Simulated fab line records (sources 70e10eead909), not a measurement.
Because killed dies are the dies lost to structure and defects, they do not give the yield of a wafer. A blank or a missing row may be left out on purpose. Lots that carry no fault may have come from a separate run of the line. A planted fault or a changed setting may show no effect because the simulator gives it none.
Struck lot and sound lot, side by side || flow nand-harc || 18 steps out of a route of 1302
Sound: wafers L526.1, L526.3, L526.4. Struck: wafer L529.3 (L529.4, L529.5, from the same lot, were not struck and are left out); the cause is given at the end.
Order at every step that has rows: each side's tool, ch and its chambers, its first start. Under that, the readings that differ: sound wafers || struck wafers || difference of the means || sigmas: that difference in standard deviations of wafers without a fault.
alike: readings whose means differ by less than 2 such deviations, and words and numbers that are the same on both sides. not compared: withheld readings, readings that some wafer has no value for, bounds like >300 that may hide the same value, and numbers for which the record gives no deviation and whose values overlap.
Wherever a step has rows on one side only, a row that says differs or no value, or a row with sigmas, the two part there. When numbers do not overlap yet have no deviation, they are printed without sigmas and do not part them. A reading missing from all wafers of one side parts the sides only when that side holds two or more wafers.

NHARC_A_ZERO_WELL_ETCH_13: etches the open film in HBr/Cl2, target depth 120 nm, time 40.1 s.
  sound on rie-si-04 ch 1,2,3, day 7 20:58; struck on rie-si-02 ch 3, day 9 06:24
{"reading": "rf-hours-counter-h (h)", "sound": "1.1 0.9 1.1", "struck": 0.6, "difference": -0.4, "sigmas": ""}
  alike: drypump-motor-current-A, hbr-flow-sccm, oes-product-au, throttle-valve-pct
then, 4 steps without rows for these wafers: NHARC_A_ZERO_WELL_STRIP_14 (strips in SPM, time 900 s); NHARC_A_ZERO_WELL_IMPLANT_15; NHARC_A_ZERO_WELL_PRECLEAN_22 (cleans in SC1, time 60 s); NHARC_A_ZERO_WELL_SRD_23.
NHARC_A_ZERO_WELL_RTA_16: time 10 s.
  sound on rtp-anneal-02 ch 0, day 7 21:55; struck on rtp-anneal-01 ch 0, day 9 07:22
{"reading": "lamp_zone_1_pct (%)", "sound": "29.6 29.4 29.5", "struck": 30.9, "difference": "+1.4", "sigmas": "+2"}
  alike: lamp-power-pct, wafer_temp_C_max
NHARC_A_ZERO_WELL_INSPECT_17:
  sound on defect-inspect-01 at day 7 22:07; struck on defect-inspect-02 at day 9 07:31
  alike: raw-defect-count
then, 3 steps without rows for these wafers: NHARC_A_SOURCE_PLATE_PRECLEAN_00 (cleans in HF-LAST, time 60 s); NHARC_A_SOURCE_PLATE_SRD_01; NHARC_A_SOURCE_PLATE_OXIDE_02 (material SiO2, target thk 10 nm, ox time 1362 s).
NHARC_A_SOURCE_PLATE_THK_MEAS_09: measures by ellipsometry.
  sound on film-metro-02 at day 8 03:46; struck on film-metro-02 at day 9 14:49
  alike: thk-nm
NHARC_A_SOURCE_PLATE_PVD_04: deposits WSi2, target thk 50 nm.
  sound on pvd-sputter-01 at day 8 03:52; struck on pvd-sputter-03 at day 9 14:52
then, 2 steps without rows for these wafers: NHARC_A_SOURCE_PLATE_CVD_03 (deposits poly-Si, target thk 200 nm, time 4000 s); NHARC_A_SOURCE_PLATE_ANNEAL_05 (time 1800 s).
NHARC_A_SOURCE_PLATE_THK_MEAS_06: measures by ellipsometry.
  sound on film-metro-01 at day 8 18:27; struck on film-metro-01 at day 10 03:23
  alike: thk-nm
NHARC_A_SOURCE_PLATE_INSPECT_08:
  sound on defect-inspect-01 at day 8 18:31; struck on defect-inspect-02 at day 10 03:26
{"reading": "raw-defect-count", "sound": "56 38 70", "struck": 1261, "difference": "+1206", "sigmas": "+43"}
then NHARC_A_ONON_D1_DEP_00 (target thk 1000 nm), 1 step lacking rows for these wafers.
-- jump in the record: it breaks off in module A_ONON_D1 and resumes in module END (first step shown: number 1302 of the route), and 17 days separate the struck wafers' starts before and after --
NHARC_END_SORT_01:
  the record has rows for the struck wafers here (prober-02 ch 0, day 27 15:03) and none for the sound ones

## WHERE THEY PART
Earliest at NHARC_A_ZERO_WELL_RTA_16; latest, in this record, at NHARC_END_SORT_01.

WHY: whatever the simulator had introduced
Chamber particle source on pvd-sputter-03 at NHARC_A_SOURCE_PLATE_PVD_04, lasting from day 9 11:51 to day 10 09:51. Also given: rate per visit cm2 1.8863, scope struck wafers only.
